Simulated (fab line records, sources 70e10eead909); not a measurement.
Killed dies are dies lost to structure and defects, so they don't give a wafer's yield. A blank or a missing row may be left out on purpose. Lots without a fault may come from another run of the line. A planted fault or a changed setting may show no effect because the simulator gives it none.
Chamber matching | flow nand_harc | NHARC_A_CHANNEL_HOLE_D1_ETCH_44 on rie_diel-12: 4 sister chambers
The step etches the open film in CF4/O2, target depth 140 nm, overetch 14 nm, time 77 s. 16 wafers are shown with their chamber, then 8 later ones without.

WAFERS WITH THEIR CHAMBER
wafer  | chamber | rf_vpp_V (V) | bias_w (W) | oes_product_au (a.u.)
L074.1 | 1       | 196.1        | 100.16     | 1.000
L074.5 | 2       | 200.7        | 100.39     | 0.988
L074.6 | 1       | 197.1        | 100.01     | 0.993
L077.1 | 0       | 198.6        | 100.10     | 0.999
L077.4 | 1       | 196.6        | 100.34     | 0.996
L077.6 | 3       | 195.5        | 99.74      | 1.003
L078.1 | 1       | 197.3        | 99.73      | 1.002
L078.4 | 3       | 197.2        | 99.76      | 1.001
L078.5 | 1       | 196.9        | 99.86      | 0.998
L081.2 | 1       | 197.0        | 99.55      | 1.004
L081.3 | 3       | 197.9        | 100.00     | 1.000
L081.4 | 2       | 199.4        | 100.37     | 0.988
L083.3 | 3       | 197.7        | 99.55      | 1.013
L083.5 | 3       | 197.8        | 99.79      | 1.016
L083.6 | 2       | 199.5        | 100.23     | 1.002
L089.2 | 2       | 198.9        | 100.19     | 0.996

SIGNATURES (means of the wafers above)
reading        | chamber 0 | chamber 1 | chamber 2 | chamber 3 | scatter within a chamber
rf_vpp_V       | 198.600   | 196.833   | 199.625   | 197.220   | 0.744
bias_w         | 100.1000  | 99.9417   | 100.2950  | 99.7680   | 0.214
oes_product_au | 0.99900   | 0.99883   | 0.99350   | 1.00660   | 0.00603
Rule: a wafer's distance from a chamber is the root of the sum, over the readings, of the square of ((its reading less the chamber's mean) divided by the reading's scatter). The wafer belongs to the nearest chamber; if the next one is less than 2 further off, it can't be placed. The scatter: the root of (the sum of the squares of (reading less its chamber's mean) over the shown wafers, divided by (wafers less chambers)).

WAFERS WITHOUT THEIR CHAMBER
wafer  | rf_vpp_V (V) | bias_w (W) | oes_product_au (a.u.)
L089.3 | 199.7        | 100.23     | 1.006
L089.6 | 197.0        | 100.12     | 1.016
L094.1 | 199.1        | 100.02     | 0.988
L094.5 | 197.7        | 100.24     | 0.999
L094.6 | 197.1        | 100.05     | 1.009
L095.1 | 200.4        | 100.28     | 1.009
L095.2 | 200.0        | 100.05     | 1.009
L095.6 | 200.2        | 100.42     | 1.000

WHICH CHAMBER EACH WENT THROUGH
wafer  | from the rows above               | in truth
L089.3 | can't be placed: 0 or 2 or 3      | 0
L089.6 | can't be placed: 3 or 1 or 0      | 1
L094.1 | can't be placed: 2 or 0 or 1      | 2
L094.5 | can't be placed: 0 or 1 or 3 or 2 | 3
L094.6 | can't be placed: 3 or 1 or 0      | 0
L095.1 | can't be placed: 2 or 0           | 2
L095.2 | can't be placed: 0 or 2 or 3      | 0
L095.6 | can't be placed: 2 or 0           | 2
Placed correctly: 0 of 8. Can't be placed from these rows: 8 (the true chamber is among the candidates in 8). Placed wrongly: 0.
